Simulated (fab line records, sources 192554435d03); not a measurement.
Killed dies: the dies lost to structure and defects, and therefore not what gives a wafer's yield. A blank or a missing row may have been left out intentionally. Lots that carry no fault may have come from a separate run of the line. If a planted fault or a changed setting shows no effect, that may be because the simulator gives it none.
fab line records	flow n5Finfet
record: lots: 9	wafers: 26	lastDay: 17
route steps=1938 shown WELL_APT@55 PMOS_HMC_CHANNEL_EPI@67 FIN_SAQP@100 BEOL_M4@1111 PASSIVATION@1936
lots with no fault: from the same line, run without faults
startH: start of the lot's first displayed wafer, in hours after the record's first day	waitH: time in hours since the lot's previous step	" the same as in the row above	L1.1+2: a row that stands for several wafers	- no value, or no start given	* or withheld: withheld	< > ~ a bound
route shown NAME@n: a module of which the file shows steps, and the number in the route of the first	usual: mean/standard deviation taken from wafers without a fault	same: alike in all rows	chamber/n: place in a boat	sites: each site's reading	_std_site: how widely they spread, as a standard deviation	_edge_site: mean of outer sites minus mean of inner sites	radiusMm: for every site, how far away it sits from the centre of the wafer	mask NAME#n: copy n	behind: the last tool/chamber to shape the wafer	hold: why the lot went on hold/how many hours it stayed there/how the hold came to an end	device: the n, p or np transistor that did not switch	end of line: tests run on the same wafers once the route is complete	where a step has no rows: the recipe by itself	killed: not the wafer's yield, but the dies lost to structure and defects at the first sort	map: a wafer's dies, marking killed ones x, the rest . and places with no die _
set.NAME: setting as actually run; set.NAME@STEP: the setting as run at that earlier step	model.NAME: the simulator's own value behind a step, which no gauge read
one table for each step of the route and one row for each wafer, over a sample of lots
services: the hour from which a tool's chamber was out of use, counted from the record's first day as startH (under 0 if before that day), plus the number of hours and why
== steps ==
step: N5_WELL_APT_EPI_41
recipe: material: Si	targetThkA: 500	tempC: 650	precursor: SiH4/H2	pressureTorr: 20	timeS: 297.7
usual: throttleValvePct: 11.4/0.49
same: timeS: 297.7
lot.wafer	tool	chamber	startH	waitH	throttleValvePct
L491.1	epiRpcvd-01	0	23.64	0.0	12.1
L491.4	"	0	"	"	11.8
L491.5	"	0	"	"	11.7
L493.2	epiRpcvd-02	0	34.34	0.1	12.0
L493.3	"	0	"	"	11.6
L493.6	"	0	"	"	11.6
L494.1	epiRpcvd-03	0	41.16	0.0	11.1
L494.5	"	0	"	"	10.7
L494.6	"	0	"	"	11.0
L497.2	epiRpcvd-01	0	58.13	0.1	11.7
L497.3	"	0	"	"	11.9
L497.6	"	0	"	"	11.9
L500.2	epiRpcvd-03	0	77.33	0.1	10.8
L500.3	"	0	"	"	10.9
L500.5	"	0	"	"	10.8
L504.4	epiRpcvd-02	0	100.49	0.3	11.3
L504.5	"	0	"	"	11.4
L504.6	"	0	"	"	11.7
L506.4	epiRpcvd-02	0	112.56	0.3	11.6
L506.5	"	0	"	"	11.8
L512.2	epiRpcvd-02	0	147.98	0.1	11.6
L512.4	"	0	"	"	11.3
L512.5	"	0	"	"	11.7
L513.3	epiRpcvd-03	0	154.66	0.3	10.8
L513.4	"	0	"	"	10.8
L513.5	"	0	"	"	10.9
step: N5_PMOS_HMC_CHANNEL_EPI_INSPECT_11
recipe: mode: adi	inspectInstrument: macro
usual: rawDefectCount: 2.2/1.4
lot.wafer	tool	chamber	startH	waitH	rawDefectCount
L491.1	defectInspect-01	-	24.86	0.0	5
L491.4	"	-	"	"	2
L491.5	"	-	"	"	5
L493.2	defectInspect-02	-	35.39	0.0	1
L493.3	"	-	"	"	3
L493.6	"	-	"	"	2
L494.1	defectInspect-02	-	42.29	0.0	3
L494.5	"	-	"	"	2
L494.6	"	-	"	"	2
L497.2	defectInspect-02	-	59.16	0.0	3
L497.3	"	-	"	"	1
L497.6	"	-	"	"	2
L500.2	defectInspect-01	-	78.36	0.0	0
L500.3	"	-	"	"	4
L500.5	"	-	"	"	4
L504.4	defectInspect-01	-	101.32	0.0	3
L504.5	"	-	"	"	3
L504.6	"	-	"	"	3
L506.4	defectInspect-01	-	113.26	0.0	4
L506.5	"	-	"	"	1
L512.2	defectInspect-02	-	148.89	0.0	1
L512.4	"	-	"	"	3
L512.5	"	-	"	"	0
L513.3	defectInspect-02	-	155.60	0.0	3
L513.4	"	-	"	"	3
L513.5	"	-	"	"	3
step: N5_PMOS_HMC_CHANNEL_EPI_CMP_21
recipe: material: SiGe30	postCmpClean: alkalineBrush	targetThkNm: 54
usual: motorCurrentA: 12.2/0.7	padLifeWafers: 912/370	retainingRingPressureFrac: 1.001/0.0054
lot.wafer	tool	chamber	startH	waitH	motorCurrentA	padLifeWafers	retainingRingPressureFrac
L491.4	cmp-03	0	27.10	0.1	12.9	529	0.987
L491.1	"	2	"	"	12.5	531	1.002
L491.5	"	3	"	"	13.1	-	1.011
L493.2	cmp-03	0	37.50	0.1	11.6	619	1.002
L493.3	"	1	"	"	13.1	620	1.004
L493.6	"	3	"	"	12.7	-	1.000
L494.1	cmp-03	3	46.68	0.1	13.0	673	0.991
L494.6	"	2	"	"	11.9	-	0.998
L494.5	"	3	"	"	13.3	-	0.995
L497.3	cmp-03	2	61.61	0.0	12.4	792	1.003
L497.2	"	3	"	"	13.0	793	1.005
L497.6	"	3	"	"	13.1	-	1.010
L500.2	cmp-03	1	81.14	0.1	12.3	955	0.999
L500.3	"	2	"	"	12.1	956	1.006
L500.5	"	0	"	"	11.9	-	1.005
L504.4	cmp-04	0	103.36	0.1	11.3	865	1.002
L504.6	"	3	"	"	12.2	-	0.995
L504.5	"	0	"	"	11.2	-	0.994
L506.4	cmp-04	2	115.33	0.1	11.5	950	0.996
L506.5	"	1	"	"	12.7	-	1.008
L512.4	cmp-04	0	151.12	0.1	11.1	1231	1.004
L512.2	"	2	"	"	11.6	1233	1.001
L512.5	"	3	"	"	12.6	-	1.001
L513.3	cmp-03	2	158.57	0.1	12.5	1555	1.003
L513.4	"	3	"	"	12.9	1556	1.005
L513.5	"	1	"	"	12.8	-	1.005
step: N5_FIN_SAQP_PECVD_06
recipe: material: a-Si	targetThkA: 600	tempC: 400	precursor: SiH4/He	pressureTorr: 3	rfW: 100	timeS: 48.1
usual: heaterPowerW: 788/78	showerheadPlenumPTorr: 5.67/0.079	throttleValvePct: 18.4/1.8
lot.wafer	tool	chamber	startH	waitH	heaterPowerW	showerheadPlenumPTorr	throttleValvePct
L491.1	pecvd-01	1	29.01	0.0	965	5.71	19.7
L491.4	"	1	"	"	976	5.70	19.9
L491.5	"	0	"	"	867	5.78	17.5
L493.2	pecvd-03	2	39.01	0.0	754	5.61	16.7
L493.3	"	0	"	"	664	5.76	20.7
L493.6	"	2	"	"	749	5.61	16.7
L494.1	pecvd-02	0	49.44	0.0	811	5.68	16.9
L494.5	"	1	"	"	744	5.77	20.9
L494.6	"	0	"	"	825	5.68	16.8
L497.2	pecvd-03	1	63.48	0.0	807	5.56	16.6
L497.3	"	0	"	"	706	5.73	20.6
L497.6	"	2	"	"	795	5.61	16.7
L500.2	pecvd-02	2	83.33	0.0	864	5.58	16.8
L500.3	"	0	"	"	709	5.66	16.8
L500.5	"	0	"	"	702	5.67	16.7
L504.4	pecvd-02	2	105.14	0.0	882	5.61	17.0
L504.5	"	1	"	"	647	5.78	20.8
L504.6	"	0	"	"	727	5.68	16.9
L506.4	pecvd-02	2	117.12	0.0	859	5.59	16.9
L506.5	"	1	"	"	683	5.77	20.7
L512.2	pecvd-03	1	152.84	0.0	822	5.57	16.4
L512.4	"	2	"	"	827	5.62	16.8
L512.5	"	0	"	"	720	5.74	20.4
L513.3	pecvd-03	2	160.48	0.0	765	5.61	16.8
L513.4	"	2	"	"	796	5.63	16.6
L513.5	"	1	"	"	730	5.56	16.5
step: N5_FIN_SAQP_THK_MEAS_07
usual: thkNm: 59.9/0.8
lot.wafer	tool	chamber	startH	waitH	thkNm
L491.1	filmMetro-01	-	29.10	0.1	60.0
L491.4	"	-	"	"	61.1
L491.5	"	-	"	"	60.6
L493.2	filmMetro-02	-	39.10	0.1	59.2
L493.3	"	-	"	"	58.6
L493.6	"	-	"	"	60.3
L494.1	filmMetro-02	-	49.56	0.1	60.5
L494.5	"	-	"	"	60.4
L494.6	"	-	"	"	61.7
L497.2	filmMetro-01	-	63.57	0.1	58.5
L497.3	"	-	"	"	59.6
L497.6	"	-	"	"	60.6
L500.2	filmMetro-02	-	83.42	0.1	59.2
L500.3	"	-	"	"	59.6
L500.5	"	-	"	"	60.6
L504.4	filmMetro-02	-	105.22	0.0	100.2
L504.5	"	-	"	"	58.5
L504.6	"	-	"	"	60.4
L506.4	filmMetro-01	-	117.18	0.0	100.7
L506.5	"	-	"	"	60.5
L512.2	filmMetro-01	-	152.93	0.1	58.5
L512.4	"	-	"	"	60.8
L512.5	"	-	"	"	60.7
L513.3	filmMetro-01	-	160.57	0.1	60.4
L513.4	"	-	"	"	60.4
L513.5	"	-	"	"	59.1
step: N5_FIN_SAQP_MANDREL_ETCH_22
recipe: targetDepthA: 600	chemistry: HBr/Cl2	target: a-Si	stopOn: SiNx	btTimeS: 10	overEtchFrac: 0.5	timeS: 30	pressureMtorr: 10	icpW: 800	biasW: 75	HBr_flow_sccm: 150	Cl2_flow_sccm: 80	ends: endPoint
usual: drypumpMotorCurrentA: 5.8/0.39	oesProductAu: 0.766/0.013	throttleValvePct: 35.2/0.39
lot.wafer	tool	chamber	startH	waitH	drypumpMotorCurrentA	oesProductAu	rfHoursCounterH	throttleValvePct
L491.1	rieSi-02	3	30.15	0.0	5.6	0.757	96	35.0
L491.4	"	3	"	"	5.6	0.780	-	35.0
L491.5	"	0	"	"	6.2	0.765	-	35.1
L493.2	rieSi-05	1	40.34	0.0	6.1	0.768	18	34.9
L493.3	"	3	"	"	6.1	0.750	15	35.5
L493.6	"	3	"	"	6.1	0.760	-	35.5
L494.1	rieSi-02	0	50.42	0.0	6.2	0.764	100	35.0
L494.5	"	3	"	"	5.6	0.764	-	35.0
L494.6	"	2	"	"	5.5	0.777	-	35.6
L497.2	rieSi-03	3	64.31	0.0	5.2	0.761	81	35.6
L497.3	"	0	"	"	5.5	0.748	191	34.7
L497.6	"	1	"	"	6.4	0.791	-	35.0
L500.2	rieSi-03	1	84.28	0.0	6.5	0.787	10	35.0
L500.3	"	2	"	"	5.6	0.752	129	34.6
L500.5	"	0	"	"	5.5	0.759	-	34.7
L504.4	rieSi-03	0	106.01	0.0	5.5	0.973	191	34.2
L504.5	"	0	"	"	5.5	0.742	-	34.7
L504.6	"	3	"	"	5.2	0.770	-	35.6
L506.4	rieSi-02	3	118.04	0.0	5.6	1.004	97	34.6
L506.5	"	0	"	"	6.2	0.772	-	35.1
L512.2	rieSi-05	1	153.98	0.0	6.1	0.761	20	34.9
L512.4	"	1	"	"	6.2	0.789	-	34.9
L512.5	"	0	"	"	6.0	0.772	-	35.8
L513.3	rieSi-03	2	161.43	0.0	5.6	0.761	130	34.6
L513.4	"	1	"	"	6.5	0.793	12	35.0
L513.5	"	3	"	"	5.1	0.764	-	35.6
step: N5_FIN_SAQP_INSPECT_40
recipe: inspectInstrument: brightfield	mode: aei
usual: rawDefectCount: 248/78
lot.wafer	tool	chamber	startH	waitH	rawDefectCount
L491.1	defectInspect-02	-	34.88	0.0	251
L491.4	"	-	"	"	146
L491.5	"	-	"	"	195
L493.2	defectInspect-02	-	44.63	0.0	128
L493.3	"	-	"	"	151
L493.6	"	-	"	"	241
L494.1	defectInspect-01	-	54.97	0.0	316
L494.5	"	-	"	"	125
L494.6	"	-	"	"	161
L497.2	defectInspect-02	-	70.28	0.0	208
L497.3	"	-	"	"	171
L497.6	"	-	"	"	166
L500.2	defectInspect-01	-	88.80	0.0	181
L500.3	"	-	"	"	195
L500.5	"	-	"	"	162
L504.4	defectInspect-01	-	109.98	0.0	1869
L504.5	"	-	"	"	392
L504.6	"	-	"	"	325
L506.4	defectInspect-01	-	122.07	0.0	1961
L506.5	"	-	"	"	199
L512.2	defectInspect-01	-	158.11	0.0	186
L512.4	"	-	"	"	128
L512.5	"	-	"	"	235
L513.3	defectInspect-01	-	165.36	0.0	352
L513.4	"	-	"	"	244
L513.5	"	-	"	"	275
step: N5_BEOL_M4_RC_MEAS_101
usual: DIBL_N: 37.3/2.3	DIBL_P: 37.4/2.9	IOFF_N: 0.18/0.045	IOFF_P: 0.25/0.054	ION_N: 679/15	ION_P: 468/9.7	SS_N: 71.8/0.62	SS_P: 73.6/0.76	VT_N: 248/4.1	VT_P: -248/3.6
lot.wafer	tool	chamber	startH	waitH	DIBL_N[mV/V]	DIBL_P[mV/V]	IOFF_N[nA/um]	IOFF_P[nA/um]	ION_N[uA/um]	ION_P[uA/um]	SS_N[mV/dec]	SS_P[mV/dec]	VT_N[mV]	VT_P[mV]
L491.1	prober-01	0	182.56	0.0	36.8	37.7	0.16	0.26	687	483	72.0	74.3	247	-246
L491.4	"	0	"	"	36.2	35.5	0.14	0.24	669	466	71.4	73.4	251	-245
L491.5	"	0	"	"	37.5	37.9	0.17	0.28	689	482	71.9	73.8	246	-246
L493.2	prober-01	0	189.22	0.2	37.0	38.6	0.17	0.24	697	480	71.6	72.8	247	-249
L493.3	"	0	"	"	32.8	32.4	0.09	0.14	651	450	71.4	71.4	259	-254
L493.6	"	0	"	"	34.7	35.2	0.12	0.18	666	459	71.6	72.1	253	-249
L494.1	prober-01	0	190.00	0.5	36.8	36.0	0.17	0.23	683	464	71.3	73.0	251	-249
L494.5	"	0	"	"	38.7	38.6	0.21	0.28	687	473	72.1	74.0	247	-245
L494.6	"	0	"	"	37.2	37.3	0.18	0.26	692	480	71.9	74.4	248	-245
L497.2	prober-01	0	199.46	0.2	35.1	35.3	0.15	0.22	687	473	71.1	73.1	246	-248
L497.3	"	0	"	"	37.2	38.0	0.19	0.27	687	472	72.2	73.1	245	-245
L497.6	"	0	"	"	37.0	37.3	0.19	0.26	687	470	71.5	73.8	245	-247
L500.2	prober-01	0	235.89	0.2	36.9	38.9	0.18	0.25	673	462	72.5	73.3	247	-249
L500.3	"	0	"	"	32.6	32.7	0.11	0.16	675	461	70.8	72.4	258	-254
L500.5	"	0	"	"	36.2	38.4	0.19	0.25	692	472	72.3	73.1	246	-246
L504.5	prober-01	0	242.51	0.6	37.7	38.2	0.17	0.25	683	469	72.4	73.5	248	-251
L504.6	"	0	"	"	35.2	35.6	0.12	0.21	647	448	72.0	74.0	253	-252
L506.5	prober-02	0	269.27	0.6	32.0	33.1	0.13	0.19	679	468	70.6	72.6	249	-250
L512.2	prober-01	0	300.67	0.2	38.2	37.6	0.17	0.22	663	455	72.4	73.6	254	-252
L512.4	"	0	"	"	38.9	41.0	0.22	0.31	688	470	72.6	74.6	244	-246
L512.5	"	0	"	"	34.8	34.9	0.12	0.19	654	460	71.5	73.9	257	-251
L513.3	prober-02	0	301.76	0.3	38.2	36.8	0.19	0.30	680	476	71.5	73.7	246	-242
L513.4	"	0	"	"	37.2	36.0	0.18	0.26	681	468	71.3	73.0	246	-246
L513.5	"	0	"	"	34.7	33.0	0.13	0.21	675	472	71.0	72.6	251	-248
step: N5_PASSIVATION_PROBE_49
usual: defectLimitedYield: 91.3/1.5	killed_at_M0_to_M3: 35/8.7	killed_at_M4_up: 14/5.5	killedAtContacts: 11/5.6	killedAtFrontEnd: 39/13	killedAtOther: 3.7/2.2	killedDies: 103/18	killedOnRim: 14/4.4	killedOpen: 69/14	killedShort: 33/7.8	sort_bin_5_function: 5.1/0.99	sort_bin_6_memory: 3.3/0.67	sort_bin_8_speed: 0.02/0.17	sortNPass: 1077/18	sortYieldPct: 91.2/1.5
same: grossDies: 1180	killedAtBackSide: 0	sort_bin_4_leakage[%]: 0
lot.wafer	tool	chamber	startH	waitH	defectLimitedYield[%]	killed_at_M0_to_M3	killed_at_M4_up	killedAtContacts	killedAtFrontEnd	killedAtOther	killedDies	killedOnRim	killedOpen	killedShort	sort_bin_5_function[%]	sort_bin_6_memory[%]	sort_bin_8_speed[%]	sortNPass	sortYieldPct[%]
L497.2	prober-01	-	302.85	0.1	92.1	36	9	8	34	6	93	13	58	34	5.1	2.3	0	1087	92.1
L497.3	prober-01	-	302.90	0.1	91.7	41	16	9	27	5	98	9	68	30	4.6	3.5	0	1082	91.7
L497.6	prober-01	-	303.05	0.3	92.2	27	20	6	32	7	92	9	66	25	4.6	3.1	0	1088	92.2
L504.4	prober-02	-	350.93	0.2	0	39	11	5	1123	2	1180	152	67	39	96.7	3.1	0	0	0
L504.5	prober-02	-	350.98	0.2	91.9	33	5	13	42	2	95	14	67	27	5.2	2.4	0	1085	91.9
L504.6	prober-02	-	351.03	0.3	89.7	44	6	13	57	2	122	12	86	35	6.4	3.6	0	1058	89.7
L506.4	prober-01	-	377.76	0.2	0	44	15	16	1102	3	1180	152	66	41	96.6	2.9	0	0	0
L506.5	prober-01	-	377.81	0.2	90.4	51	7	18	34	3	113	14	65	48	5.2	4.0	0	1067	90.4
L512.2	prober-02	-	415.42	0.1	90.4	24	26	7	54	2	113	19	77	29	5.1	3.9	0	1067	90.4
L512.4	prober-02	-	415.52	0.2	90.8	27	11	7	61	2	108	18	74	32	5.8	3.1	0	1072	90.8
L512.5	prober-02	-	415.57	0.2	90.4	30	22	10	44	7	113	13	82	31	6.0	3.3	0	1067	90.4
killed by level:class
L497.2 DUMMY_GATE:geometricParticle:open=8 BEOL_M0_SAQP:geometricParticle:open=7 MOL_CONTACT_COAG:geometricParticle:open=7 FIN_SAQP:geometricParticle:open=6 BEOL_M0_SAQP:geometricParticle:short=6 BEOL_M2:geometricParticle:open=6 BEOL_M3:geometricParticle:open=6 DUMMY_GATE:geometricParticle:short=5
L497.3 BEOL_M0_SAQP:geometricParticle:open=11 BEOL_M2:geometricParticle:open=8 BEOL_M4:geometricParticle:open=7 DUMMY_GATE:geometricParticle:open=6 MOL_CONTACT_COAG:geometricParticle:open=6 BEOL_M3:geometricParticle:open=6 FIN_SAQP:geometricParticle:open=5 GATE_CUT:geometricParticle:short=4
L497.6 BEOL_M4:geometricParticle:open=10 BEOL_M0_SAQP:geometricParticle:open=8 STI_FIN_REVEAL:geometricParticle:open=6 MOL_CONTACT_COAG:geometricParticle:open=6 DUMMY_GATE:geometricParticle:open=5 BEOL_M3:geometricParticle:open=5 STARTING-WAFER:geometricParticle:short=4 GATE_CUT:geometricParticle:short=4
L504.4 FIN_SAQP:areaEtch=1074 FIN_SAQP:geometricParticle:short=12 STI_FIN_REVEAL:geometricParticle:open=12 BEOL_M3:geometricParticle:open=9 FIN_SAQP:geometricParticle:open=8 BEOL_M0_SAQP:geometricParticle:short=8 BEOL_M0_SAQP:geometricParticle:open=8 BEOL_M2:geometricParticle:open=6
L504.5 FIN_SAQP:geometricParticle:open=10 STI_FIN_REVEAL:geometricParticle:open=10 MOL_CONTACT_COAG:geometricParticle:open=10 BEOL_M0_SAQP:geometricParticle:short=9 BEOL_M0_SAQP:geometricParticle:open=6 STI_FIN_REVEAL:geometricParticle:short=5 BEOL_M1:geometricParticle:open=5 BEOL_M2:geometricParticle:open=4
L504.6 STI_FIN_REVEAL:geometricParticle:open=21 BEOL_M2:geometricParticle:open=16 MOL_CONTACT_COAG:geometricParticle:open=12 BEOL_M0_SAQP:geometricParticle:short=11 DUMMY_GATE:geometricParticle:open=7 ILD0:geometricParticle:open=6 BEOL_M0_SAQP:geometricParticle:open=6 FIN_SAQP:geometricParticle:open=5
L506.4 FIN_SAQP:areaEtch=1072 MOL_CONTACT_COAG:geometricParticle:open=13 BEOL_M0_SAQP:geometricParticle:open=11 BEOL_M0_SAQP:geometricParticle:short=8 FIN_SAQP:geometricParticle:open=5 GATE_CUT:geometricParticle:short=5 BEOL_M1:geometricParticle:open=5 BEOL_M2:geometricParticle:short=5
L506.5 BEOL_M0_SAQP:geometricParticle:short=17 MOL_CONTACT_COAG:geometricParticle:open=15 BEOL_M1:geometricParticle:open=9 GATE_CUT:geometricParticle:short=8 BEOL_M0_SAQP:geometricParticle:open=7 BEOL_M2:geometricParticle:open=7 STARTING-WAFER:geometricParticle:short=6 STARTING-WAFER:geometricParticle:open=4
L512.2 FIN_SAQP:geometricParticle:open=20 BEOL_M4:geometricParticle:open=10 FIN_SAQP:geometricParticle:short=8 BEOL_M3:geometricParticle:open=7 MOL_CONTACT_COAG:geometricParticle:open=6 HKMG_FIN:areaEtch=5 STI_FIN_REVEAL:geometricParticle:open=4 BEOL_M2:geometricParticle:open=4
L512.4 STI_FIN_REVEAL:geometricParticle:open=29 DUMMY_GATE:geometricParticle:open=6 MOL_CONTACT_COAG:geometricParticle:open=6 BEOL_M1:geometricParticle:open=5 BEOL_M3:geometricParticle:open=5 BEOL_M3:geometricParticle:short=5 BEOL_M4:geometricParticle:open=5 STARTING-WAFER:geometricParticle:short=5
L512.5 BEOL_M4:geometricParticle:open=16 STI_FIN_REVEAL:geometricParticle:open=14 MOL_CONTACT_COAG:geometricParticle:open=10 FIN_SAQP:geometricParticle:open=9 GATE_CUT:geometricParticle:short=9 BEOL_M1:geometricParticle:open=9 BEOL_M0_SAQP:geometricParticle:short=7 BEOL_M0_SAQP:geometricParticle:open=6
== services ==
tool	chamber	startH	hours	kind
rieSi-05	-	5.08	14.6	pm
rieSi-03	-	5.76	2.8	pm
cmp-03	-	17.93	2.2	repair
rieSi-05	2	22.89	26.5	repair
rieSi-02	1	26.71	5.8	repair
pecvd-02	-	27.67	5.5	pm
epiRpcvd-01	-	32.92	14.6	pm
epiRpcvd-02	-	39.34	14.6	pm
epiRpcvd-03	-	51.55	2.8	pm
pecvd-02	2	58.41	3.5	repair
rieSi-03	1	77.27	4.5	repair
pecvd-02	-	88.15	6.0	pm
cmp-04	-	92.54	5.5	pm
cmp-03	-	93.83	3.2	repair
pecvd-03	2	116.78	12.4	repair
rieSi-03	3	118.07	9.2	repair
rieSi-02	0	123.21	20.2	repair
rieSi-02	1	123.39	32.4	repair
cmp-04	-	129.22	6.5	pm
epiRpcvd-01	-	133.78	3.7	repair
epiRpcvd-02	-	135.59	2.8	pm
rieSi-05	2	145.28	15.9	repair
rieSi-03	3	152.62	1.6	repair
pecvd-02	-	156.71	0.9	repair
== key ==
firstSign: step: N5_FIN_SAQP_THK_MEAS_07	reading: thkNm	direction: up	sigmas: 51	usual: *	struck: *
effect: step: N5_FIN_SAQP_MANDREL_ETCH_22	reading: oesProductAu	direction: up	sigmas: 17	usual: 0.766	struck: 0.988
effect: step: N5_FIN_SAQP_INSPECT_40	reading: rawDefectCount	direction: up	sigmas: 21	usual: 248	struck: 1915
effect: step: N5_PASSIVATION_PROBE_49	reading: sort_bin_5_function	direction: up	sigmas: 93	usual: 5.1	struck: 96.7
moreKillsBornAt: N5_FIN_SAQP_MANDREL_ETCH_22@rieSi-03: 1074	N5_FIN_SAQP_MANDREL_ETCH_22@rieSi-02: 1072
metAt N5_FIN_SAQP_PECVD_06
struckLots L504,L506
struckWafers L504.4,L506.4
laterRowsLeftOut L504.4,L506.4
notActingAt N5_WELL_APT_EPI_41,N5_PMOS_HMC_CHANNEL_EPI_INSPECT_11,N5_PMOS_HMC_CHANNEL_EPI_CMP_21
onsetBetween 83.33 105.14
fault: kind: processParameterDrift	tool: pecvd-02	chamber: -	onsetH: 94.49	steps: N5_FIN_SAQP_PECVD_06	channel: timeS	offset: *	shape: step	endH: 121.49	scope: struckWafersOnly	actsIn: *	stated: *
laterRowsLeftOut: the simulator's readings of these wafers behind a module that went badly wrong aren't trusted and aren't shown, but for the sort
